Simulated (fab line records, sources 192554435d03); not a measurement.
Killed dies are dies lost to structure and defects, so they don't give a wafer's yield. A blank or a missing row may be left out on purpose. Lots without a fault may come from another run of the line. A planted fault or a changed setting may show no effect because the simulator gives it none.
fab line records | flow n5_finfet
record lots=24 wafers=72 last_day=20
route steps=1938 shown BEOL_M1@787
lots that met no fault: from a run of the same line without faults
start_h: hours from the record's first day to the start of the lot's first wafer shown | wait_h: hours since the lot's step before | " the same as in the row above | L1.1+2: a row that stands for several wafers | - no value, or no start given | * or withheld: withheld | < > ~ a bound
route shown NAME@n: a module of which the file shows steps, and the number in the route of the first | usual: mean/standard deviation of fault-free wafers | same: alike in all rows | chamber/n: place in a boat | sites: the reading at each site | _std_site: their standard deviation | _edge_site: outer sites' mean less inner sites' | radius_mm: how far each site lies from the wafer's centre | mask NAME#n: copy n | behind: the tool/chamber that last shaped the wafer | hold: why the lot was held/for how many hours/how that ended | device: the transistor (n, p or np) that didn't switch | end of line: the same wafers' tests at the end of the route | a step without rows: its recipe alone | killed: dies lost to structure and defects at the first sort, not the wafer's yield | map: a wafer's dies, x killed, . not, _ none there
set.NAME: the setting as run; set.NAME@STEP: as run at that earlier step | model.NAME: the simulator's own value behind a step, which no gauge read
steps of the route over a sample of lots; a table a step, a row a wafer
services: from which hour (start_h, from the record's first day; less than 0 if before it) a tool's chamber was out of use, for how many hours, and why
## steps
# step N5_BEOL_M1_OVL_MEAS_29
# recipe points_per_wafer=522
# usual V0_OVL=-0.7/0.79
# columns lot.wafer tool chamber start_h wait_h V0_OVL[nm]
L074.3 overlay-01 0 128.18 0.0 0.1
L074.4 " 0 " " 0.2
L074.5 " 0 " " -0.3
L076.1 overlay-01 0 158.19 0.0 -0.3
L076.4 " 0 " " -1.6
L076.6 " 0 " " 0.1
L075.2 overlay-02 0 160.66 0.0 -0.3
L075.4 " 0 " " 0.0
L075.6 " 0 " " -1.4
L077.1 overlay-01 0 160.71 0.0 -0.9
L077.2 " 0 " " -1.1
L077.5 " 0 " " -1.4
L078.1 overlay-02 0 160.77 0.0 -0.3
L078.3 " 0 " " 0.1
L078.4 " 0 " " -1.4
L079.1 overlay-01 0 167.21 0.0 0.8
L079.2 " 0 " " 0.0
L079.6 " 0 " " -0.6
L080.1 overlay-02 0 171.56 0.0 -2.1
L080.2 " 0 " " -1.6
L080.5 " 0 " " -1.5
L081.1 overlay-02 0 175.85 0.0 -0.1
L081.3 " 0 " " -0.7
L081.4 " 0 " " -1.6
L082.3 overlay-01 0 178.01 0.0 -1.9
L082.5 " 0 " " -0.7
L082.6 " 0 " " -2.2
L083.1 overlay-01 0 184.79 0.0 -1.2
L083.5 " 0 " " -1.6
L083.6 " 0 " " -1.3
L084.3 overlay-02 0 198.70 0.0 -0.6
L084.5 " 0 " " -1.5
L084.6 " 0 " " 0.2
L085.3 overlay-01 0 202.53 0.0 0.8
L085.4 " 0 " " 0.9
L085.6 " 0 " " -0.2
L086.2 overlay-01 0 211.59 0.0 -0.8
L086.3 " 0 " " -0.7
L086.6 " 0 " " -0.6
L087.3 overlay-02 0 211.85 0.0 -1.5
L087.4 " 0 " " -2.1
L087.6 " 0 " " -1.3
L088.3 overlay-02 0 218.55 0.0 0.3
L088.5 " 0 " " 1.0
L088.6 " 0 " " 0.4
L089.2 overlay-01 0 223.88 0.0 0.8
L089.4 " 0 " " -0.7
L089.5 " 0 " " -1.1
L090.2 overlay-01 0 229.63 0.0 -1.7
L090.4 " 0 " " -1.0
L090.5 " 0 " " -1.2
L091.1 overlay-02 0 235.04 0.0 0.3
L091.3 " 0 " " 0.2
L091.4 " 0 " " 1.0
L092.2 overlay-02 0 242.43 0.0 -1.3
L092.3 " 0 " " -0.1
L092.4 " 0 " " -1.6
L093.3 overlay-01 0 250.24 0.0 -1.2
L093.5 " 0 " " -0.6
L093.6 " 0 " " -1.6
L095.1 overlay-02 0 261.80 0.0 -0.3
L095.4 " 0 " " -0.2
L095.6 " 0 " " -0.1
L097.1 overlay-01 0 262.06 0.0 -0.5
L097.2 " 0 " " -0.5
L097.6 " 0 " " -1.4
L096.1 overlay-02 0 263.34 0.0 -0.2
L096.3 " 0 " " -0.8
L096.6 " 0 " " -1.7
L094.1 overlay-02 0 271.80 0.0 -1.3
L094.2 " 0 " " -1.2
L094.6 " 0 " " -1.0
# step N5_BEOL_M1_INSPECT_30
# recipe mode=adi inspect_instrument=brightfield
# usual raw_defect_count=437/94
# columns lot.wafer tool chamber start_h wait_h raw_defect_count
L074.3 defect_inspect-02 - 128.23 0.0 535
L074.4 " - " " 481
L074.5 " - " " 446
L076.1 defect_inspect-01 - 158.25 0.1 387
L076.4 " - " " 324
L076.6 " - " " 309
L075.2 defect_inspect-01 - 160.71 0.0 549
L075.4 " - " " 533
L075.6 " - " " 673
L077.1 defect_inspect-01 - 160.77 0.1 508
L077.2 " - " " 548
L077.5 " - " " 743
L078.1 defect_inspect-01 - 160.83 0.1 462
L078.3 " - " " 316
L078.4 " - " " 368
L079.1 defect_inspect-01 - 167.28 0.1 341
L079.2 " - " " 317
L079.6 " - " " 286
L080.1 defect_inspect-01 - 171.62 0.1 346
L080.2 " - " " 429
L080.5 " - " " 401
L081.1 defect_inspect-01 - 175.91 0.1 492
L081.3 " - " " 502
L081.4 " - " " 435
L082.3 defect_inspect-02 - 178.05 0.0 304
L082.5 " - " " 371
L082.6 " - " " 491
L083.1 defect_inspect-02 - 184.85 0.1 285
L083.5 " - " " 325
L083.6 " - " " 454
L084.3 defect_inspect-01 - 198.75 0.0 552
L084.5 " - " " 668
L084.6 " - " " 357
L085.3 defect_inspect-02 - 202.57 0.0 415
L085.4 " - " " 462
L085.6 " - " " 466
L086.2 defect_inspect-01 - 211.64 0.0 350
L086.3 " - " " 464
L086.6 " - " " 704
L087.3 defect_inspect-01 - 211.89 0.0 271
L087.4 " - " " 460
L087.6 " - " " 503
L088.3 defect_inspect-01 - 218.60 0.0 568
L088.5 " - " " 533
L088.6 " - " " 710
L089.2 defect_inspect-02 - 223.94 0.0 472
L089.4 " - " " 498
L089.5 " - " " 395
L090.2 defect_inspect-02 - 229.68 0.0 380
L090.4 " - " " 381
L090.5 " - " " 506
L091.1 defect_inspect-01 - 235.10 0.1 545
L091.3 " - " " 434
L091.4 " - " " 499
L092.2 defect_inspect-01 - 242.48 0.0 270
L092.3 " - " " 360
L092.4 " - " " 281
L093.3 defect_inspect-01 - 250.29 0.0 369
L093.5 " - " " 392
L093.6 " - " " 431
L095.1 defect_inspect-02 - 261.86 0.1 318
L095.4 " - " " 456
L095.6 " - " " 373
L097.1 defect_inspect-02 - 262.12 0.1 475
L097.2 " - " " 416
L097.6 " - " " 513
L096.1 defect_inspect-02 - 263.40 0.1 375
L096.3 " - " " 327
L096.6 " - " " 309
L094.1 defect_inspect-01 - 271.86 0.1 451
L094.2 " - " " 427
L094.6 " - " " 499
# step N5_BEOL_M1_ALD_84
# recipe material=TaN target_thk_a=* temp_c=275 ald_precursor_family=PDMAT ald_co_reactant=NH3 pressure_torr=3 carrier_flow_sccm=1500 pulse_time_s=2 purge_time_s=3 co_reactant_purge_time_s=2 co_reactant_pulse_time_s=3 ald_cycles=30 precursor_vessel_temp_c=75 precursor_vessel_pressure_torr=26.25 precursor_vessel_carrier_sccm=1000
# usual heater_power_w=434/48 precursor_vessel_temp_c=75.00/0.12
# same ald_cycles=30 co_reactant_pulse_time_s=3
# columns lot.wafer tool chamber start_h wait_h heater_power_w precursor_vessel_temp_c
L074.3 ald_metal-01 1 135.14 0.1 386 74.90
L074.4 " 0 " " 470 74.94
L074.5 " 1 " " 384 74.94
L076.1 ald_metal-03 3 162.98 0.0 449 75.15
L076.4 " 1 " " 373 74.93
L076.6 " 2 " " 431 74.99
L075.2 ald_metal-03 3 165.92 0.0 451 75.17
L075.4 " 0 " " 427 74.85
L075.6 " 1 " " 375 75.00
L077.1 ald_metal-03 0 167.48 0.1 411 75.25
L077.2 " 2 " " 438 75.00
L077.5 " 1 " " 374 74.93
L078.1 ald_metal-03 3 171.31 0.1 457 75.15
L078.3 " 2 " " 432 74.89
L078.4 " 0 " " 416 75.15
L080.1 ald_metal-03 0 183.09 0.1 419 74.98
L080.2 " 1 " " 382 74.78
L080.5 " 1 " " 379 74.94
L081.1 ald_metal-04 0 184.84 0.0 518 75.02
L081.3 " 2 " " 367 74.92
L081.4 " 3 " " 494 75.02
L082.3 ald_metal-03 3 190.79 0.0 448 75.05
L082.5 " 1 " " 371 74.92
L082.6 " 0 " " 423 75.04
L083.1 ald_metal-03 3 198.65 0.0 457 75.02
L083.5 " 3 " " 446 75.04
L083.6 " 0 " " 423 75.02
L084.3 ald_metal-04 1 201.40 0.0 440 74.89
L084.5 " 3 " " 493 74.87
L084.6 " 0 " " 524 75.05
L085.3 ald_metal-01 3 204.12 0.0 446 75.00
L085.4 " 1 " " 383 75.08
L085.6 " 0 " " 465 75.01
L086.2 ald_metal-04 1 215.15 0.3 424 74.99
L086.3 " 2 " " 364 75.04
L086.6 " 2 " " 372 74.91
L087.3 ald_metal-04 3 217.01 0.0 483 75.09
L087.4 " 1 " " 428 75.05
L087.6 " 2 " " 369 74.78
L088.3 ald_metal-04 3 225.12 0.0 500 75.12
L088.5 " 2 " " 363 75.03
L088.6 " 3 " " 497 74.95
L089.2 ald_metal-01 2 225.14 0.1 388 74.90
L089.4 " 3 " " 455 75.16
L089.5 " 1 " " 379 74.85
L090.2 ald_metal-04 2 234.72 0.0 363 74.93
L090.4 " 3 " " 487 74.88
L090.5 " 0 " " 512 74.98
L091.1 ald_metal-03 1 243.53 0.0 363 75.05
L091.3 " 2 " " 431 75.11
L091.4 " 3 " " 444 74.91
L092.2 ald_metal-03 0 243.73 0.0 413 75.27
L092.3 " 1 " " 382 74.97
L092.4 " 2 " " 422 75.02
L093.3 ald_metal-04 0 252.02 0.0 524 75.07
L093.5 " 1 " " 429 75.03
L093.6 " 0 " " 495 75.03
L095.1 ald_metal-01 2 265.39 0.0 396 75.19
L095.4 " 1 " " 398 75.13
L095.6 " 3 " " 458 75.12
L079.1 ald_metal-04 2 270.38 0.2 364 75.07
L079.2 " 3 " " 502 74.92
L079.6 " 3 " " 506 75.05
L097.1 ald_metal-01 1 271.00 0.0 382 75.15
L097.2 " 3 " " 463 74.90
L097.6 " 2 " " 383 74.70
L096.1 ald_metal-01 0 275.80 0.0 454 74.83
L096.3 " 1 " " 389 75.24
L096.6 " 0 " " 463 74.98
L094.1 ald_metal-04 0 283.19 0.1 532 74.91
L094.2 " 3 " " 485 74.79
L094.6 " 1 " " 440 74.83
# step N5_BEOL_M1_SPUTTER_48
# recipe material=Cu target_thk_a=45 temp_c=-20 chamber_pressure_pa=0.07 power_w=withheld time_s=8.29
# usual chamber_pressure_pa=0.07002/0.00014 throttle_valve_pct=29.8/1.1
# columns lot.wafer tool chamber start_h wait_h chamber_pressure_pa throttle_valve_pct
L074.3 pvd_sputter-03 - 135.64 0.1 0.06982 30.7
L074.4 " - " " 0.07003 29.7
L074.5 " - " " 0.06988 30.9
L076.1 pvd_sputter-02 - 163.54 0.1 0.07004 27.3
L076.4 " - " " 0.06987 27.0
L076.6 " - " " 0.07018 29.9
L075.2 pvd_sputter-02 - 166.44 0.1 0.06997 30.2
L075.4 " - " " 0.06985 27.1
L075.6 " - " " 0.06998 30.2
L077.1 pvd_sputter-02 - 168.52 0.3 0.06991 30.2
L077.2 " - " " 0.06988 27.0
L077.5 " - " " 0.06993 27.0
L078.1 pvd_sputter-02 - 171.96 0.1 0.07011 30.1
L078.3 " - " " 0.07001 30.4
L078.4 " - " " 0.07019 27.4
L080.1 pvd_sputter-02 - 183.62 0.1 0.07011 27.4
L080.2 " - " " 0.06989 30.0
L080.5 " - " " 0.07013 30.3
L081.1 pvd_sputter-03 - 185.28 0.1 0.06999 30.6
L081.3 " - " " 0.07016 29.7
L081.4 " - " " 0.06997 29.1
L082.3 pvd_sputter-02 - 191.24 0.1 0.0698 31.0
L082.5 " - " " 0.07024 30.3
L082.6 " - " " 0.06991 30.0
L083.1 pvd_sputter-03 - 199.26 0.2 0.07003 30.9
L083.5 " - " " 0.07006 29.0
L083.6 " - " " 0.06986 31.3
L084.3 pvd_sputter-03 - 202.08 0.3 0.06982 30.5
L084.5 " - " " 0.06993 29.0
L084.6 " - " " 0.07001 29.7
L085.3 pvd_sputter-01 - 204.65 0.1 0.06992 29.8
L085.4 " - " " 0.0702 30.4
L085.6 " - " " 0.07021 28.6
L086.2 pvd_sputter-02 - 216.28 0.1 0.06997 30.2
L086.3 " - " " 0.06987 30.8
L086.6 " - " " 0.06993 30.8
L087.3 pvd_sputter-03 - 217.49 0.1 0.0701 29.1
L087.4 " - " " 0.06981 29.6
L087.6 " - " " 0.07006 29.0
L088.3 pvd_sputter-03 - 225.66 0.1 0.07003 31.4
L088.5 " - " " 0.07003 30.9
L088.6 " - " " 0.07033 29.1
L089.2 pvd_sputter-02 - 225.67 0.1 0.06986 29.9
L089.4 " - " " 0.06987 30.4
L089.5 " - " " 0.07004 30.0
L090.2 pvd_sputter-02 - 235.40 0.1 0.0702 30.5
L090.4 " - " " 0.06993 30.7
L090.5 " - " " 0.07008 30.7
L091.1 pvd_sputter-03 - 244.01 0.1 0.07005 30.8
L091.3 " - " " 0.06995 31.0
L091.4 " - " " 0.07015 29.6
L092.2 pvd_sputter-02 - 244.25 0.2 0.07009 30.8
L092.3 " - " " 0.07007 30.2
L092.4 " - " " 0.07011 30.2
L093.3 pvd_sputter-03 - 253.06 0.4 0.07031 30.5
L093.5 " - " " 0.07013 30.9
L093.6 " - " " 0.07022 29.1
L095.1 pvd_sputter-01 - 265.97 0.2 0.07009 30.4
L095.4 " - " " 0.07003 30.3
L095.6 " - " " 0.06993 28.7
L079.1 pvd_sputter-01 - 271.07 0.1 0.06999 30.4
L079.2 " - " " 0.06997 29.8
L079.6 " - " " 0.06995 29.7
L097.1 pvd_sputter-02 - 271.79 0.2 0.07022 31.0
L097.2 " - " " 0.07008 30.4
L097.6 " - " " 0.06993 30.6
L096.1 pvd_sputter-01 - 276.49 0.3 0.06988 30.4
L096.3 " - " " 0.06996 28.9
L096.6 " - " " 0.0701 28.8
L094.1 pvd_sputter-03 - 283.91 0.2 0.06998 30.6
L094.2 " - " " 0.07037 29.2
L094.6 " - " " 0.07001 29.8
# step N5_BEOL_M1_ANNEAL_80
# recipe temp_c=400 time_s=240 ambient=vacuum
# usual heater_power_w=830/64
# columns lot.wafer tool chamber start_h wait_h heater_power_w
L074.3 pvd_sputter-03 - 135.94 0.0 873
L074.4 " - " " 724
L074.5 " - " " 758
L076.1 pvd_sputter-02 - 163.84 0.0 851
L076.4 " - " " 849
L076.6 " - " " 769
L075.2 pvd_sputter-02 - 166.74 0.0 767
L075.4 " - " " 836
L075.6 " - " " 837
L077.1 pvd_sputter-02 - 168.82 0.0 860
L077.2 " - " " 852
L077.5 " - " " 858
L078.1 pvd_sputter-02 - 172.26 0.0 755
L078.3 " - " " 865
L078.4 " - " " 863
L080.1 pvd_sputter-02 - 183.92 0.0 868
L080.2 " - " " 762
L080.5 " - " " 845
L081.1 pvd_sputter-03 - 185.58 0.0 882
L081.3 " - " " 755
L081.4 " - " " 919
L082.3 pvd_sputter-02 - 191.54 0.0 831
L082.5 " - " " 872
L082.6 " - " " 774
L083.1 pvd_sputter-03 - 199.56 0.0 742
L083.5 " - " " 893
L083.6 " - " " 750
L084.3 pvd_sputter-03 - 202.38 0.0 899
L084.5 " - " " 931
L084.6 " - " " 756
L085.3 pvd_sputter-01 - 204.95 0.0 814
L085.4 " - " " 928
L085.6 " - " " 942
L086.2 pvd_sputter-02 - 216.58 0.0 852
L086.3 " - " " 838
L086.6 " - " " 827
L087.3 pvd_sputter-03 - 217.79 0.0 885
L087.4 " - " " 759
L087.6 " - " " 915
L088.3 pvd_sputter-03 - 225.96 0.0 755
L088.5 " - " " 769
L088.6 " - " " 912
L089.2 pvd_sputter-02 - 225.97 0.0 764
L089.4 " - " " 860
L089.5 " - " " 855
L090.2 pvd_sputter-02 - 235.70 0.0 867
L090.4 " - " " 840
L090.5 " - " " 841
L091.1 pvd_sputter-03 - 244.31 0.0 876
L091.3 " - " " 742
L091.4 " - " " 744
L092.2 pvd_sputter-02 - 244.55 0.0 834
L092.3 " - " " 846
L092.4 " - " " 753
L093.3 pvd_sputter-03 - 253.36 0.0 896
L093.5 " - " " 754
L093.6 " - " " 898
L095.1 pvd_sputter-01 - 266.27 0.0 734
L095.4 " - " " 922
L095.6 " - " " 950
L079.1 pvd_sputter-01 - 271.37 0.0 915
L079.2 " - " " 820
L079.6 " - " " 830
L097.1 pvd_sputter-02 - 272.09 0.0 827
L097.2 " - " " 865
L097.6 " - " " 843
L096.1 pvd_sputter-01 - 276.79 0.0 910
L096.3 " - " " 933
L096.6 " - " " 920
L094.1 pvd_sputter-03 - 284.21 0.0 869
L094.2 " - " " 904
L094.6 " - " " 755
# step N5_BEOL_M1_ANNEAL_91
# recipe temp_c=400 time_s=240 ambient=vacuum
# usual heater_power_w=829/65
# columns lot.wafer tool chamber start_h wait_h heater_power_w
L074.3 pvd_sputter-03 - 136.82 0.0 881
L074.4 " - " " 753
L074.5 " - " " 733
L076.1 pvd_sputter-02 - 164.72 0.0 854
L076.4 " - " " 857
L076.6 " - " " 780
L075.2 pvd_sputter-02 - 167.62 0.0 756
L075.4 " - " " 856
L075.6 " - " " 853
L077.1 pvd_sputter-02 - 169.70 0.0 863
L077.2 " - " " 846
L077.5 " - " " 855
L078.1 pvd_sputter-02 - 173.14 0.0 759
L078.3 " - " " 875
L078.4 " - " " 852
L080.1 pvd_sputter-02 - 184.80 0.0 856
L080.2 " - " " 763
L080.5 " - " " 868
L081.1 pvd_sputter-03 - 186.46 0.0 885
L081.3 " - " " 734
L081.4 " - " " 896
L082.3 pvd_sputter-02 - 192.42 0.0 823
L082.5 " - " " 839
L082.6 " - " " 768
L083.1 pvd_sputter-03 - 200.44 0.0 746
L083.5 " - " " 892
L083.6 " - " " 731
L084.3 pvd_sputter-03 - 203.26 0.0 870
L084.5 " - " " 932
L084.6 " - " " 769
L085.3 pvd_sputter-01 - 205.83 0.0 815
L085.4 " - " " 937
L085.6 " - " " 910
L086.2 pvd_sputter-02 - 217.46 0.0 874
L086.3 " - " " 851
L086.6 " - " " 830
L087.3 pvd_sputter-03 - 218.67 0.0 919
L087.4 " - " " 727
L087.6 " - " " 910
L088.3 pvd_sputter-03 - 226.84 0.0 741
L088.5 " - " " 740
L088.6 " - " " 894
L089.2 pvd_sputter-02 - 226.85 0.0 756
L089.4 " - " " 878
L089.5 " - " " 868
L090.2 pvd_sputter-02 - 236.58 0.0 852
L090.4 " - " " 851
L090.5 " - " " 806
L091.1 pvd_sputter-03 - 245.19 0.0 873
L091.3 " - " " 728
L091.4 " - " " 746
L092.2 pvd_sputter-02 - 245.43 0.0 829
L092.3 " - " " 868
L092.4 " - " " 774
L093.3 pvd_sputter-03 - 254.24 0.0 890
L093.5 " - " " 750
L093.6 " - " " 917
L095.1 pvd_sputter-01 - 267.15 0.0 721
L095.4 " - " " 880
L095.6 " - " " 950
L079.1 pvd_sputter-01 - 272.25 0.0 918
L079.2 " - " " 842
L079.6 " - " " 821
L097.1 pvd_sputter-02 - 272.97 0.0 827
L097.2 " - " " 881
L097.6 " - " " 835
L096.1 pvd_sputter-01 - 277.67 0.0 936
L096.3 " - " " 928
L096.6 " - " " 943
L094.1 pvd_sputter-03 - 285.09 0.0 901
L094.2 " - " " 909
L094.6 " - " " 760
## services
# columns tool chamber start_h hours kind
pvd_sputter-03 - 118.44 0.6 repair
ald_metal-03 - 134.16 8.7 pm
pvd_sputter-02 - 143.09 2.5 repair
ald_metal-04 2 175.75 5.2 repair
ald_metal-04 - 187.25 6.0 pm
ald_metal-04 - 235.58 8.7 pm
## key
fault none
